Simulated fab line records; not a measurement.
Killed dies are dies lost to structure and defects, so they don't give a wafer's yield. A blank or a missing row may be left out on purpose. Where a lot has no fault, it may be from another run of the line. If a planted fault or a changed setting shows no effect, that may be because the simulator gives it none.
A lot that was struck, set against a sound lot	flow nandHarc	13 steps out of a route of 1302
Sound: wafers L580.1, L580.2, L580.5. Struck: wafers L593.2, L593.3 (left out: L593.5, a lot-mate that was not struck); the cause follows at the end.
Order at every step that has rows: each side's tool, ch and its chambers, its first start. Under that, the readings that differ: sound wafers	struck wafers	difference of the means	sigmas: that difference in standard deviations of wafers without a fault.
alike: a reading whose means differ by less than 2 such deviations, as well as words and numbers matching on both sides. not compared: withheld readings; readings where some wafer has no value; bounds like >300 that might hide an equal value; numbers whose values overlap and for which the record gives no deviation.
The two part at a step that has a row with sigmas, a row that says differs or no value, or rows on one side only. Numbers that don't overlap but have no deviation are shown without sigmas and don't part them. A reading missing from all wafers of one side parts the sides only when that side holds two or more wafers.

first, 1 step without rows for these wafers: NHARC_A_SLIT_SRD_20.
NHARC_A_SLIT_CD_MEAS_21:
  sound on cdSem-03 at day 21 07:11; struck on cdSem-03 at day 27 02:15
  alike: cdNm
then, 3 steps without rows for these wafers: NHARC_A_SIN_REMOVE_WET_00 (chemistry H3PO4, time 15300 s); NHARC_A_SIN_REMOVE_PRECLEAN_01 (cleans in SC1); NHARC_A_SIN_REMOVE_SRD_02.
NHARC_A_SIN_REMOVE_INSPECT_04:
  sound on defectInspect-02 at day 21 13:46; struck on defectInspect-02 at day 27 08:51
  alike: rawDefectCount
NHARC_A_WL_FILL_ALD_00: deposits Al2O3, target thk 3 nm, pulse time 3 s, ald cycles 30.
  sound on aldHk-04 ch 2,3, day 21 13:52; struck on aldHk-03 ch 0,1, day 27 08:55
  alike: heaterPowerW, precursorPulseHeightRel
NHARC_A_WL_FILL_RTA_01: time 5 s.
  sound on rtpAnneal-02 ch 0, day 21 14:06; struck on rtpAnneal-01 ch 0, day 27 09:12
reading	sound	struck	difference	sigmas
lampPowerPct (%)	27.0 27.1 27.0	28.2 28.2	+1.2	+2
wafer_temp_C_max	1003.7 1004.4 1003.0	1004.9 1005.9	+1.7	+2
NHARC_A_WL_FILL_ALD_02: deposits TiN, target thk 2 nm, pulse time 3 s, ald cycles 100.
  sound on aldMetal-02 ch 0,2, day 21 14:19; struck on aldMetal-01 ch 0,3, day 27 09:23
  alike: heaterPowerW, precursorPulseHeightRel
NHARC_A_WL_FILL_CVD_03: deposits W, target thk 40 nm, time 279 s.
  sound on cvdW-02 ch 0,1, day 21 14:46; struck on cvdW-01 ch 1, day 27 11:55
  alike: chamberPressureTorr, heaterPowerW, throttleValvePct
NHARC_A_WL_FILL_ETCHBACK_04: etches the open film in NF3, target depth 60 nm, time 120 s.
  sound on rieMetal-03 ch 0,1, day 21 15:07; struck on rieMetal-01 ch 1, day 27 12:32
reading	sound	struck	difference	sigmas
runLengthS (s)	141.6 141.8 141.5	133.0 132.6	-8.8	-24
  alike: drypumpMotorCurrentA, oesProductAu
  not compared: rfHoursCounterH
NHARC_A_WL_FILL_ETCHBACK_05: etches the open film in Cl2/BCl3, target depth 22 nm, time 60 s.
  sound on rieMetal-03 ch 0,1, day 21 15:22; struck on rieMetal-01 ch 0,1, day 27 12:44
  alike: drypumpMotorCurrentA, oesProductAu, runLengthS
  not compared: rfHoursCounterH
-- record jumps: 4 days between struck wafers' starts before vs after; left off in module A_WL_FILL, resumes in module END, first step shown is number 1302 of the route --
NHARC_END_SORT_01:
  sound on prober-02 ch 0, day 25 17:22; struck on prober-01 ch 0, day 31 21:12
reading	sound	struck	difference	sigmas
killedOpen	5 7 2	0 1	-4	-2
  alike: killedAtArray, killedAtOther, killedAtPeriphery, killedDies, killedShort

## WHERE THEY PART
At NHARC_A_WL_FILL_RTA_01 first; at NHARC_END_SORT_01 last (within this record only).

WHY: whatever the simulator had introduced
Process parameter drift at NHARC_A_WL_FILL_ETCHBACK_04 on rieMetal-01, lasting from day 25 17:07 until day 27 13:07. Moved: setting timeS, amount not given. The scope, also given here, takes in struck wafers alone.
